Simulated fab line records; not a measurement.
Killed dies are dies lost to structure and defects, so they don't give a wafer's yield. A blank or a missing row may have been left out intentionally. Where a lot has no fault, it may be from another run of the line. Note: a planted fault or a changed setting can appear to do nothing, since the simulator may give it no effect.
Problem report in the 8D (eight disciplines) form, filled by code | flow n5-finfet | the parts of the form that need people (team, actions taken, sign-off) are left out

## 1. THE ISSUE
rf-fwd-power-W at N5_BEOL_M4_VIA_ETCH_34 reads a mean of 263.3 W on 6 wafers of 2 lots; wafers without a fault read 347.0 W with a standard deviation of 1.2. Relative to the usual mean, that is a shift of -70 standard deviations.
The step: etches the open film in C4F6/O2, target depth 69.4 nm, time 65.9 s.
Earliest sighting: wafer L149.1 on rie-diel-02 at day 10 12:57. The record has a number at this step for 26 wafers belonging to 9 lots. The rule behind "out" and "out of limits": a value lying over 4 standard deviations away from the usual mean. All remaining wafers that have a number are taken as sound.

## 2. WHAT IT IS; WHAT IT IS NOT
question                    | is                       | is not
which readings at this step | rf-fwd-power-W, rf-vpp-V | drypump-motor-current-A, oes-product-au, showerhead-plenum-p-Torr, throttle-valve-pct
which lots                  | L149, L150               | L140, L157, L158, L160, L161, L162, L163
which wafers of those lots  | all that have a number   | -
read on which tools         | rie-diel-02              | rie-diel-01, rie-diel-05
when                        | from day 10 12:57        | up to then (3 sound wafers); but 17 sound wafers of L157, L158, L160, L161, L162, L163 came after

## 3. SUSPECTS, AND WHAT RULES EACH OUT
Counting: a tool at any process step up to the reading remains a suspect when it ran all the lots that are out and ran no sound lot after the first of those.
- rie-diel-02 at N5_BEOL_M4_VIA_ETCH_34 (etches the open film in C4F6/O2, target depth 69.4 nm, time 65.9 s): ruled out as a lasting fault. The sound lots L157, L161, L163 went through it after L149, its earliest lot that is out (day 10 12:57).
Left after counting: nothing in the record.

## 4. THE CAUSE (what the simulator had put in)
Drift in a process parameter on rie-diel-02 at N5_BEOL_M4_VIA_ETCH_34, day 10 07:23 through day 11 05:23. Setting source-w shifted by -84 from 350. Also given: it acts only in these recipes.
Counting ruled it out, wrongly.

## 5. THE EFFECT CHAIN, in route order
Each row: a reading whose mean over the struck wafers that have a number lies more than 3 standard deviations from the usual. Scope: only readings with a usual standard deviation given in the record; hours: median across lots of the time from each lot's start at the first step in this table that gives one to its start at this step; sigmas: change in usual standard deviations.
hours | step                   | reading        | usual   | on struck wafers | change | sigmas
0     | N5_BEOL_M4_VIA_ETCH_34 | rf-fwd-power-W | 347.0 W | 263.3            | -83.7  | -70
0     | N5_BEOL_M4_VIA_ETCH_34 | rf-vpp-V       | 665 V   | 769              | +104   | +4.9
Its process steps:
- N5_BEOL_M4_VIA_ETCH_34: etches the open film in C4F6/O2, target depth 69.4 nm, time 65.9 s.
Later measuring or inspecting steps at which every struck wafer that the step has a row for has a number for every such reading, and none has moved that far: N5_BEOL_M4_RC_MEAS_101.

## 6. HOW IT WOULD HAVE BEEN CAUGHT EARLIER
In this record the first reading out of limits was taken at day 10 12:57, 6 hours after the fault began at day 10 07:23.
